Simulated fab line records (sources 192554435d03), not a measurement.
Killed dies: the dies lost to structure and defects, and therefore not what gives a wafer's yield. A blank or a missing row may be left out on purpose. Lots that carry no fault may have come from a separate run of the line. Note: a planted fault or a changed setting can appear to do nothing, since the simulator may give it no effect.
Lot-split experiment + flow n5_finfet + route with 1938 steps; 7 lots, 21 wafers read

## THE SPLIT
At N5_BEOL_M13_TRENCH_ETCH_34 (etches SiOC in C4F8/O2/Ar, target depth 413.47 nm, time 162.6 s), the setting time_s was moved away from the recipe's 162.6 s on 9 of the 21 wafers read, by -14.9% to +16.5%. This setting was run at the recipe's value on the other wafers.

## FROM THE SPLIT TO THE READING: what the file shows between them, 11 steps
- N5_BEOL_M13_STRIP_70: strips in C4F8/O2/Ar
- N5_BEOL_M13_OCD_MEAS_35
- N5_BEOL_M13_SPUTTER_43: material TaN, target thk 15 nm, time 24.19 s (also split here: time_s)
- N5_BEOL_M13_SPUTTER_44: material Ta, target thk 10 nm, time 16.13 s
- N5_BEOL_M13_SPUTTER_45: material Cu, target thk 80 nm, time 13.33 s
- N5_BEOL_M13_ECD_47: material Cu, target thk 936 nm
- N5_BEOL_M13_ANNEAL_48: time 90 s
- N5_BEOL_M13_CMP_49: polishes, stops on SiOC, t overpolish 17.1 s, target thk 420 nm
- N5_BEOL_M13_THK_MEAS_50: measures by xrf
- N5_BEOL_M13_PRE_CLEAN_52: time 15 s
- N5_BEOL_M13_DEP_53: deposits SiCN from 3MS/NH3, target thk 50 nm, time 17.8 s

## THE READING
M13_RS, in ohm/sq, at N5_BEOL_M13_RS_MEAS_54 (measures by four-point-probe). Typical for fault-free wafers on this fab line: 0.0451 ohm/sq, with standard deviation 0.00083 ohm/sq.

| wafer  | tool, chamber at the split | time_s as run, s | against the recipe | M13_RS, ohm/sq | against lot-mates on the recipe |
|--------|----------------------------|------------------|--------------------|----------------|---------------------------------|
| L077.2 | rie_diel-03, 2             | 138.4            | -14.9%             | 0.0523         | no lot-mate on the recipe       |
| L077.3 | rie_diel-03, 3             | 138.4            | -14.9%             | 0.0523         | no lot-mate on the recipe       |
| L077.6 | rie_diel-03, 0             | 138.4            | -14.9%             | 0.0532         | no lot-mate on the recipe       |
| L081.1 | rie_diel-02, 2             | 162.6            | recipe             | 0.0464         | -                               |
| L081.4 | rie_diel-02, 1             | 162.6            | recipe             | 0.0461         | -                               |
| L081.5 | rie_diel-02, 3             | 162.6            | recipe             | 0.0467         | -                               |
| L082.1 | rie_diel-03, 0             | 186.3            | +14.6%             | 0.0392         | -0.0054                         |
| L082.5 | rie_diel-03, 3             | 162.6            | recipe             | 0.0446         | -                               |
| L082.6 | rie_diel-03, 0             | 162.6            | recipe             | 0.0447         | -                               |
| L087.1 | rie_diel-05, 3             | 162.6            | recipe             | 0.0446         | -                               |
| L087.4 | rie_diel-05, 2             | 146.6            | -9.8%              | 0.0493         | +0.0047                         |
| L087.5 | rie_diel-05, 0             | 146.6            | -9.8%              | 0.0498         | +0.0052                         |
| L089.1 | rie_diel-05, 0             | 162.6            | recipe             | 0.0455         | -                               |
| L089.3 | rie_diel-05, 2             | 189.4            | +16.5%             | 0.0378         | -0.0077                         |
| L089.5 | rie_diel-05, 3             | 189.4            | +16.5%             | 0.0389         | -0.0066                         |
| L091.1 | rie_diel-03, 1             | 162.6            | recipe             | 0.0450         | -                               |
| L091.2 | rie_diel-03, 3             | 162.6            | recipe             | 0.0435         | -                               |
| L091.6 | rie_diel-03, 2             | 153.3            | -5.7%              | 0.0467         | +0.0025                         |
| L096.1 | rie_diel-05, 0             | 162.6            | recipe             | 0.0446         | -                               |
| L096.4 | rie_diel-05, 2             | 162.6            | recipe             | 0.0442         | -                               |
| L096.5 | rie_diel-05, 1             | 162.6            | recipe             | 0.0443         | -                               |

FIT RESULTS
A straight line over all 21 wafers: M13_RS changes by -0.000448 ohm/sq for each +1% of time_s; r = -0.98; the points scatter about the line by 0.0009 ohm/sq.
The same after taking each lot's own level away (the mean of its wafers on the recipe; 18 wafers): -0.000437 ohm/sq for each +1%; r = -0.99; scatter 0.00047 ohm/sq.
That fit puts the effect of the largest move of time_s on the reading at 0.0072 ohm/sq.
Across the lots, their own levels run from 0.04425 to 0.04640 ohm/sq, a range of 2.6 times the standard deviation given above.
So the lot-to-lot level changes the slope little: the two slopes agree.
Check: with one of the wafers moved furthest among these (+16.5%) left out of the fit, the line predicts -0.00681 ohm/sq for it against its lot-mates. Against them it came out at -0.0077 ohm/sq.

## THESE WAFERS: OTHER SPLITS
Note: prior to the reading, these wafers also went through further splits. Each is held against what the fit with the lots' levels taken away leaves over:
| other split on the same wafers | wafers away from the commonest value | r with M13_RS (lot level and that fit taken away) |
|--------------------------------|--------------------------------------|---------------------------------------------------|
| N5_BEOL_M12_SPUTTER_45 time_s  | 5                                    | -0.07                                             |
| N5_BEOL_M13_SPUTTER_43 time_s  | 6                                    | +0.33                                             |

## THE WHOLE CHAIN: every reading that the file lists as answering this split, in the file's order
| step                       | what it does                                                    | reading                                                                       | change (the file's fit)               | r (the file's) |
|----------------------------|-----------------------------------------------------------------|-------------------------------------------------------------------------------|---------------------------------------|----------------|
| N5_BEOL_M13_TRENCH_ETCH_34 | etches SiOC in C4F8/O2/Ar, target depth 413.47 nm, time 162.6 s | etch.depth_nm (the simulator's own value, which no gauge read)                | +4.15 nm for each +1% of the setting  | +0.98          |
| N5_BEOL_M13_OCD_MEAS_35    |                                                                 | trench_depth_nm                                                               | +4.14 nm for each +1% of the setting  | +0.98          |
| N5_BEOL_M13_CMP_49         | polishes, stops on SiOC, t overpolish 17.1 s, target thk 420 nm | Cu_of_BEOL_M13_ECD_47.thk_nm (the simulator's own value, which no gauge read) | +4.22 nm for each +1% of the setting  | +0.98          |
| N5_BEOL_M13_THK_MEAS_50    | measures by xrf                                                 | M13_THK                                                                       | +4.09 for each +1% of the setting     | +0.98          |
| N5_BEOL_M13_RS_MEAS_54     | measures by four-point-probe                                    | M13_RS                                                                        | -0.000424 for each +1% of the setting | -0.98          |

## FILE'S OWN FIT
M13_RS changes by -0.000424 ohm/sq for each +1% of time_s, r = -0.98.
